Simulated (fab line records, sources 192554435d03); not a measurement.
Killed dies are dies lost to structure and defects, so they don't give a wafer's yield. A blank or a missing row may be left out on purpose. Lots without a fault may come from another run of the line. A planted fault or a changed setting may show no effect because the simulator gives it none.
Tool commonality check | flow n5_finfet | 7 lots, 19 wafers sampled

WHY IT WAS OPENED
At N5_BEOL_M14_OCD_MEAS_35 the reading trench_depth_nm is flagged on 1 of 7 lots. Wafers without a fault read 556 nm, standard deviation 7.7.
Rule: a lot is flagged when every wafer of it that has a number lies more than 4 standard deviations from that mean, or none has a number. The other lots count as sound.

lot  | measured     | on     | trench_depth_nm (nm), wafer by wafer | flag
L554 | day 12 15:05 | ocd-01 | 563 567 550                          |
L553 | day 13 02:11 | ocd-01 | 551 552 565                          |
L557 | day 14 10:04 | ocd-02 | 780                                  | FLAGGED
L563 | day 14 23:10 | ocd-01 | 545 569 554                          |
L564 | day 15 12:37 | ocd-01 | 562 558 568                          |
L566 | day 15 19:19 | ocd-02 | 541 559 561                          |
L568 | day 16 18:40 | ocd-01 | 564 547 562                          |
The numbers of the flagged lots are 780 nm on average: +224 nm against the usual, or +29 standard deviations.

WHICH TOOL RAN EACH LOT
The record holds 3 process steps before the reading, out of a route of 1938 steps. In each cell: the tool, then ch and the chambers that the sampled wafers went through, then the start.
lot  | flag    | N5_BEOL_M14_ETCH_59                | N5_BEOL_M14_ETCH_67                | N5_BEOL_M14_TRENCH_ETCH_34
L554 |         | rie_diel-03 ch 1,2,3, day 12 13:40 | rie_diel-01 ch 1,2,3, day 12 14:31 | rie_diel-01 ch 1,2,3, day 12 14:56
L553 |         | rie_diel-03 ch 0,1,2, day 13 00:13 | rie_diel-01 ch 0,2,3, day 13 01:37 | rie_diel-01 ch 0,2,3, day 13 02:02
L557 | FLAGGED | rie_diel-03 ch 0, day 14 08:20     | rie_diel-01 ch 0, day 14 09:33     | rie_diel-01 ch 0, day 14 09:57
L563 |         | rie_diel-06 ch 0,1,2, day 14 21:37 | rie_diel-03 ch 0,1,3, day 14 22:36 | rie_diel-03 ch 0,1,3, day 14 23:01
L564 |         | rie_diel-06 ch 0,1,3, day 15 11:10 | rie_diel-03 ch 0,2,3, day 15 12:03 | rie_diel-03 ch 0,2,3, day 15 12:28
L566 |         | rie_diel-06 ch 0,2,3, day 15 17:33 | rie_diel-06 ch 1,2,3, day 15 18:44 | rie_diel-06 ch 1,2,3, day 15 19:10
L568 |         | rie_diel-06 ch 1,3, day 16 17:14   | rie_diel-06 ch 1,2,3, day 16 18:05 | rie_diel-06 ch 1,2,3, day 16 18:31
What these steps do:
- N5_BEOL_M14_ETCH_59: etches BARC in N2/H2, target depth 89 nm, overetch 26.7 nm, time 67.9 s.
- N5_BEOL_M14_ETCH_67: etches SiARC in CF4, target depth 143 nm, time 238.3 s.
- N5_BEOL_M14_TRENCH_ETCH_34: etches SiO2 in C4F8/O2/Ar, target depth 556.65 nm, time 126.9 s.
- N5_BEOL_M14_OCD_MEAS_35

FLAGGED OVER TOTAL, TOOL BY TOOL (the gauges that took the reading come last)
step                       | tool        | lots run | flagged | share of the flagged lots | sound lots run after its first flagged lot
N5_BEOL_M14_ETCH_59        | rie_diel-03 | 3        | 1       | all                       | 0
N5_BEOL_M14_ETCH_59        | rie_diel-06 | 4        | 0       | none                      | -
N5_BEOL_M14_ETCH_67        | rie_diel-01 | 3        | 1       | all                       | 0
N5_BEOL_M14_ETCH_67        | rie_diel-03 | 2        | 0       | none                      | -
N5_BEOL_M14_ETCH_67        | rie_diel-06 | 2        | 0       | none                      | -
N5_BEOL_M14_TRENCH_ETCH_34 | rie_diel-01 | 3        | 1       | all                       | 0
N5_BEOL_M14_TRENCH_ETCH_34 | rie_diel-03 | 2        | 0       | none                      | -
N5_BEOL_M14_TRENCH_ETCH_34 | rie_diel-06 | 2        | 0       | none                      | -
N5_BEOL_M14_OCD_MEAS_35    | ocd-01      | 5        | 0       | none                      | -
N5_BEOL_M14_OCD_MEAS_35    | ocd-02      | 2        | 1       | all                       | 1 (L566)

WHAT THE TABLE ALLOWS
4 rows of the table ran every flagged lot: rie_diel-03 at N5_BEOL_M14_ETCH_59, rie_diel-01 at N5_BEOL_M14_ETCH_67, rie_diel-01 at N5_BEOL_M14_TRENCH_ETCH_34, ocd-02 at N5_BEOL_M14_OCD_MEAS_35.
- rie_diel-03 at N5_BEOL_M14_ETCH_59: 1 of its 3 lots flagged. Its last sound lot is L553 (day 13 00:13), its first flagged lot L557 (day 14 08:20): a fault that began between those two fits.
- rie_diel-01 at N5_BEOL_M14_ETCH_67: 1 of its 3 lots flagged. Its last sound lot is L553 (day 13 01:37), its first flagged lot L557 (day 14 09:33): a fault that began between those two fits.
- rie_diel-01 at N5_BEOL_M14_TRENCH_ETCH_34: 1 of its 3 lots flagged. Its last sound lot is L553 (day 13 02:02), its first flagged lot L557 (day 14 09:57): a fault that began between those two fits.
- ocd-02 at N5_BEOL_M14_OCD_MEAS_35: 1 of its 2 lots flagged. Sound lots ran on it after the first flagged one (L566), which a lasting fault on the whole tool wouldn't allow.
Counting lots can't tell these 2 tools apart, because each fits a fault that began at some hour. More lots, or a look at what each step does to the wafer, might.

WHAT THE SIMULATOR HAD PUT IN
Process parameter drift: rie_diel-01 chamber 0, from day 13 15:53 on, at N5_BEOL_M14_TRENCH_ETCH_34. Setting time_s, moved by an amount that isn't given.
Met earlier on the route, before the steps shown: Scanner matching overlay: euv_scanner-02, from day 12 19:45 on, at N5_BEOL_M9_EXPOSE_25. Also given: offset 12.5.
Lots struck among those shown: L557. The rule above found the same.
